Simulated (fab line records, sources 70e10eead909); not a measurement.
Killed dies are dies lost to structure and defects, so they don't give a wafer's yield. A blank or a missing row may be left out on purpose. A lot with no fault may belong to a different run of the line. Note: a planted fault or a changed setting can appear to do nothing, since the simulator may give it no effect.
Which tool is to blame? | flow nandHarc | 24 lots with 72 wafers sampled at 4 steps, on a route of 1302 steps

WHAT THE GAUGES READ, wafer by wafer
NHARC_P_STI_OCD_MEAS_43. Usual: trenchDepthNm 301 nm, standard deviation 7.3; trenchFootCdNm 160.5 nm, standard deviation 2.4.
lot  | measured     | on     | trenchDepthNm (nm) | trenchFootCdNm (nm) | flag
L074 | day 3 08:10  | ocd-02 | 299 302 292        | 162.7 162.8 157.0   | 
L075 | day 3 08:16  | ocd-01 | 308 301 304        | 161.2 160.8 161.2   | 
L076 | day 3 16:39  | ocd-01 | 299 303 309        | 160.8 159.9 157.4   | 
L077 | day 4 03:53  | ocd-02 | 296 298 305        | 162.4 160.8 162.2   | 
L078 | day 4 12:47  | ocd-01 | 302 299 309        | 157.8 160.2 155.4   | 
L079 | day 4 22:47  | ocd-01 | 300 295 296        | 162.7 165.5 164.2   | 
L080 | day 5 09:40  | ocd-01 | 305 292 306        | 163.2 161.6 160.1   | 
L081 | day 5 19:43  | ocd-02 | 289 307 304        | 160.2 156.1 160.1   | 
L082 | day 6 04:32  | ocd-02 | 303 296 296        | 160.0 160.6 158.9   | 
L083 | day 6 16:05  | ocd-02 | 300 305 299        | 162.1 158.4 161.6   | 
L084 | day 7 01:09  | ocd-02 | 314 301 290        | 160.4 158.9 161.8   | 
L085 | day 7 13:49  | ocd-01 | 303 303 302        | 159.7 162.2 163.3   | 
L086 | day 7 21:40  | ocd-01 | 297 287 284        | 161.7 163.3 164.1   | 
L087 | day 8 06:04  | ocd-02 | 285 299 296        | 158.7 164.0 160.9   | 
L088 | day 8 15:53  | ocd-02 | 300 300 301        | 163.6 159.0 162.1   | 
L089 | day 9 03:37  | ocd-01 | 286 288 301        | 160.5 165.7 159.2   | 
L090 | day 9 12:48  | ocd-02 | 301 287 298        | 158.7 164.4 158.9   | 
L091 | day 10 02:20 | ocd-01 | 307 289 288        | 161.2 162.5 161.0   | 
L092 | day 10 12:38 | ocd-02 | 315 288 287        | 156.1 163.4 157.2   | 
L093 | day 11 00:06 | ocd-02 | 306 309 312        | 160.0 155.1 154.7   | 
L094 | day 11 05:18 | ocd-02 | 292 312 300        | 159.9 160.5 160.1   | 
L095 | day 11 15:25 | ocd-01 | 293 310 296        | 160.5 156.8 159.6   | 
L096 | day 11 23:33 | ocd-02 | 314 311 301        | 156.9 162.7 159.2   | 
L097 | day 12 12:05 | ocd-01 | 303 304 302        | 160.5 160.1 159.3   | 

NHARC_P_GATE_OVL_MEAS_27. Usual: overlayXNm 0.1 nm, standard deviation 0.98; overlayYNm 0.1 nm, standard deviation 0.84.
lot  | measured     | on         | overlayXNm (nm) | overlayYNm (nm) | flag
L074 | day 5 07:34  | overlay-02 | 0.8 0.2 0.1     | 0.7 1.2 0.8     | 
L075 | day 5 08:13  | overlay-01 | 1.4 0.7 1.0     | 1.4 1.2 1.3     | 
L076 | day 5 18:38  | overlay-02 | 0.4 -0.3 0.1    | 0.6 0.7 0.4     | 
L077 | day 6 10:39  | overlay-01 | 2.7 2.5 2.3     | -0.5 -0.2 -1.4  | 
L078 | day 6 11:44  | overlay-02 | -0.3 0.1 -0.3   | 1.5 2.4 1.9     | 
L079 | day 6 22:25  | overlay-02 | -1.0 -1.3 -1.4  | -0.5 -0.6 -0.3  | 
L080 | day 7 15:22  | overlay-01 | -1.1 -0.9 -0.9  | 0.5 0.3 0.1     | 
L081 | day 7 21:56  | overlay-02 | -0.2 -0.3 0.0   | 0.6 1.1 0.7     | 
L082 | day 8 08:21  | overlay-01 | -0.1 0.6 0.4    | -1.0 -0.7 -0.4  | 
L083 | day 9 02:25  | overlay-01 | 1.0 0.5 0.2     | -0.3 -0.1 0.0   | 
L084 | day 9 01:36  | overlay-01 | -0.6 -1.4 -0.8  | -0.2 0.1 -0.5   | 
L085 | day 9 18:08  | overlay-01 | -1.1 -1.1 -1.2  | 0.1 -0.1 0.7    | 
L086 | day 9 23:07  | overlay-01 | 1.2 1.3 1.5     | 1.3 1.4 1.4     | 
L087 | day 10 05:50 | overlay-01 | 0.1 0.3 0.6     | 0.2 0.8 0.9     | 
L088 | day 10 23:44 | overlay-01 | 0.6 0.9 0.9     | 0.4 0.1 -0.4    | 
L089 | day 11 05:35 | overlay-02 | -1.9 -1.8 -1.1  | -1.0 -0.8 -1.0  | 
L090 | day 11 20:13 | overlay-02 | -0.4 -0.4 0.6   | -1.4 -1.8 -1.5  | 
L091 | day 12 04:39 | overlay-01 | 2.0 2.1 1.8     | -0.3 0.6 0.0    | 
L092 | day 12 20:37 | overlay-01 | -0.7 -0.3 -0.4  | -1.2 -0.7 -1.1  | 
L093 | day 13 03:50 | overlay-01 | -0.3 -0.3 -0.3  | -0.3 0.4 0.2    | 
L094 | day 13 08:15 | overlay-02 | 0.0 0.7 0.1     | 0.7 0.4 -0.2    | 
L095 | day 13 20:53 | overlay-01 | 0.6 0.3 0.7     | -0.7 -0.5 -0.4  | 
L096 | day 13 20:44 | overlay-02 | -0.3 -0.3 0.0   | 0.5 0.1 0.1     | 
L097 | day 14 13:59 | overlay-01 | 0.2 0.2 0.6     | 0.8 0.8 0.8     | 

WHICH TOOL RAN EACH LOT (tool, then ch and the chambers of the sampled wafers, then the start)
lot  | NHARC_P_ZERO_WELL_ETCH_63       | NHARC_P_ZERO_WELL_RTA_42
L074 | rieSi-04 ch 0,2,3, day 1 22:13  | rtpAnneal-02 ch 0, day 2 05:25
L075 | rieSi-04 ch 1,2, day 2 08:04    | rtpAnneal-02 ch 0, day 2 13:21
L076 | rieSi-02 ch 0,2, day 2 17:40    | rtpAnneal-02 ch 0, day 2 23:03
L077 | rieSi-05 ch 1,2,3, day 3 03:37  | rtpAnneal-02 ch 0, day 3 08:48
L078 | rieSi-04 ch 0,2,3, day 3 13:46  | rtpAnneal-01 ch 0, day 3 19:10
L079 | rieSi-04 ch 1,3, day 3 23:34    | rtpAnneal-02 ch 0, day 4 05:02
L080 | rieSi-02 ch 0,2,3, day 4 09:41  | rtpAnneal-02 ch 0, day 4 17:26
L081 | rieSi-02 ch 1,2,3, day 4 19:50  | rtpAnneal-02 ch 0, day 5 01:20
L082 | rieSi-04 ch 0,1,2, day 5 05:40  | rtpAnneal-02 ch 0, day 5 10:59
L083 | rieSi-05 ch 0,1,3, day 5 16:06  | rtpAnneal-01 ch 0, day 5 21:13
L084 | rieSi-04 ch 0,1,2, day 6 01:44  | rtpAnneal-01 ch 0, day 6 06:50
L085 | rieSi-02 ch 1,2, day 6 11:41    | rtpAnneal-01 ch 0, day 6 17:16
L086 | rieSi-05 ch 2,3, day 6 21:44    | rtpAnneal-02 ch 0, day 7 02:59
L087 | rieSi-04 ch 0,1,3, day 7 07:35  | rtpAnneal-02 ch 0, day 7 12:51
L088 | rieSi-02 ch 0,1,2, day 7 17:44  | rtpAnneal-01 ch 0, day 7 22:50
L089 | rieSi-05 ch 0,1,2, day 8 05:04  | rtpAnneal-01 ch 0, day 8 10:43
L090 | rieSi-05 ch 1,3, day 8 13:40    | rtpAnneal-01 ch 0, day 8 19:10
L091 | rieSi-02 ch 2,3, day 8 23:41    | rtpAnneal-02 ch 0, day 9 06:01
L092 | rieSi-05 ch 0,3, day 9 09:41    | rtpAnneal-01 ch 0, day 9 15:01
L093 | rieSi-05 ch 0,3, day 10 01:08   | rtpAnneal-02 ch 0, day 10 06:28
L094 | rieSi-02 ch 1,2,3, day 10 05:33 | rtpAnneal-02 ch 0, day 10 10:52
L095 | rieSi-04 ch 1,2,3, day 10 15:32 | rtpAnneal-01 ch 0, day 10 21:07
L096 | rieSi-05 ch 0,3, day 11 01:35   | rtpAnneal-02 ch 0, day 11 07:13
L097 | rieSi-04 ch 0,1,3, day 11 11:39 | rtpAnneal-01 ch 0, day 11 18:20
- NHARC_P_ZERO_WELL_ETCH_63: etches the open film in HBr/Cl2, target depth 120 nm, time 40.1 s.
- NHARC_P_ZERO_WELL_RTA_42: time 300 s.

WHAT THE TOOLS THEMSELVES READ (means of the sampled wafers that have a number; where no wafer has one, the mark that the record gives instead)
NHARC_P_ZERO_WELL_ETCH_63. Usual: chamberPressureMTorr 15.000 mTorr, standard deviation 0.014; drypumpMotorCurrentA 5.7 A, standard deviation 0.34; oesProductAu 0.995 a.u., standard deviation 0.016; throttleValvePct 26.407 %, standard deviation 0.0088.
lot  | tool     | chamberPressureMTorr (mTorr) | drypumpMotorCurrentA (A) | oesProductAu (a.u.) | throttleValvePct (%) | flag
L074 | rieSi-04 | 15.004                       | 5.6                      | 0.984               | 26.410               | 
L075 | rieSi-04 | 14.993                       | 5.8                      | 1.000               | 26.406               | 
L076 | rieSi-02 | 14.992                       | 6.0                      | 1.016               | 26.415               | 
L077 | rieSi-05 | 14.999                       | 5.6                      | 0.994               | 26.402               | 
L078 | rieSi-04 | 14.990                       | 5.6                      | 0.992               | 26.402               | 
L079 | rieSi-04 | 15.004                       | 5.7                      | 0.988               | 26.406               | 
L080 | rieSi-02 | 14.998                       | 6.1                      | 1.011               | 26.406               | 
L081 | rieSi-02 | 15.007                       | 6.1                      | 1.008               | 26.414               | 
L082 | rieSi-04 | 15.015                       | 5.8                      | 0.998               | 26.408               | 
L083 | rieSi-05 | 15.004                       | 5.4                      | 0.987               | 26.406               | 
L084 | rieSi-04 | 14.993                       | 5.8                      | 0.990               | 26.401               | 
L085 | rieSi-02 | 14.999                       | 5.9                      | 0.999               | 26.404               | 
L086 | rieSi-05 | 15.014                       | 5.3                      | 1.014               | 26.398               | 
L087 | rieSi-04 | 15.010                       | 5.7                      | 0.983               | 26.402               | 
L088 | rieSi-02 | 15.002                       | 5.8                      | 1.006               | 26.392               | 
L089 | rieSi-05 | 15.000                       | 5.7                      | 0.997               | 26.408               | 
L090 | rieSi-05 | 15.001                       | 5.3                      | 1.000               | 26.408               | 
L091 | rieSi-02 | 15.007                       | 6.2                      | 1.019               | 26.423               | 
L092 | rieSi-05 | 14.993                       | 5.2                      | 0.994               | 26.404               | 
L093 | rieSi-05 | 14.991                       | 5.3                      | 0.990               | 26.412               | 
L094 | rieSi-02 | 14.995                       | 6.1                      | 0.998               | 26.411               | 
L095 | rieSi-04 | 14.999                       | 5.6                      | 0.988               | 26.395               | 
L096 | rieSi-05 | 14.996                       | 5.2                      | 0.992               | 26.403               | 
L097 | rieSi-04 | 15.008                       | 5.7                      | 0.983               | 26.410               | 

NHARC_P_ZERO_WELL_RTA_42. Usual: lampPowerPct 35.8 %, standard deviation 2.1; lamp_zone_2_pct 35.8 %, standard deviation 2.1; lamp_zone_3_pct 35.8 %, standard deviation 2.1; wafer_temp_C_max 1105.2, standard deviation 1.4.
lot  | tool         | lampPowerPct (%) | lamp_zone_2_pct (%) | lamp_zone_3_pct (%) | wafer_temp_C_max | flag
L074 | rtpAnneal-02 | 34.0             | 34.0                | 34.0                | 1105.5           | 
L075 | rtpAnneal-02 | 34.0             | 34.0                | 34.0                | 1105.0           | 
L076 | rtpAnneal-02 | 34.0             | 34.0                | 34.0                | 1105.1           | 
L077 | rtpAnneal-02 | 34.0             | 34.0                | 34.0                | 1106.3           | 
L078 | rtpAnneal-01 | 38.3             | 38.2                | 38.3                | 1104.1           | 
L079 | rtpAnneal-02 | 34.0             | 34.0                | 34.0                | 1104.4           | 
L080 | rtpAnneal-02 | 34.0             | 34.0                | 34.0                | 1105.8           | 
L081 | rtpAnneal-02 | 34.0             | 34.0                | 34.0                | 1106.0           | 
L082 | rtpAnneal-02 | 34.0             | 34.0                | 34.0                | 1104.6           | 
L083 | rtpAnneal-01 | 38.4             | 38.4                | 38.3                | 1103.7           | 
L084 | rtpAnneal-01 | 38.3             | 38.3                | 38.3                | 1104.3           | 
L085 | rtpAnneal-01 | 38.4             | 38.3                | 38.4                | 1104.5           | 
L086 | rtpAnneal-02 | 34.0             | 34.0                | 34.0                | 1105.3           | 
L087 | rtpAnneal-02 | 34.0             | 34.0                | 34.0                | 1106.0           | 
L088 | rtpAnneal-01 | 38.2             | 38.2                | 38.3                | 1104.2           | 
L089 | rtpAnneal-01 | 38.4             | 38.4                | 38.4                | 1104.2           | 
L090 | rtpAnneal-01 | 38.3             | 38.3                | 38.4                | 1103.6           | 
L091 | rtpAnneal-02 | 33.9             | 33.9                | 33.9                | 1105.2           | 
L092 | rtpAnneal-01 | 38.4             | 38.4                | 38.4                | 1103.8           | 
L093 | rtpAnneal-02 | 34.0             | 34.0                | 34.0                | 1105.7           | 
L094 | rtpAnneal-02 | 34.0             | 34.0                | 34.0                | 1106.9           | 
L095 | rtpAnneal-01 | 38.4             | 38.4                | 38.4                | 1103.8           | 
L096 | rtpAnneal-02 | 33.9             | 33.9                | 33.9                | 1107.5           | 
L097 | rtpAnneal-01 | 38.3             | 38.3                | 38.3                | 1104.6           | 

THE ANSWER, worked out from the rows above alone
Rule: a lot is off if the mean of its wafers that have a number lies more than 3 standard deviations from the usual mean. A lot without any number at a reading at which 4 lots or more have one is off too. Where the step has rows for the other lots, those lots are counted as sound. The gauges are gone through in route order, then the tools' own readings, and for those a lot's mean is taken as printed above. The first step at which some lot is off is used, and at that step the reading that is off furthest; a lot without a number counts as furthest.
No lot is off on any of the readings shown, so nothing can be concluded from this.

WHAT THE SIMULATOR HAD PUT IN
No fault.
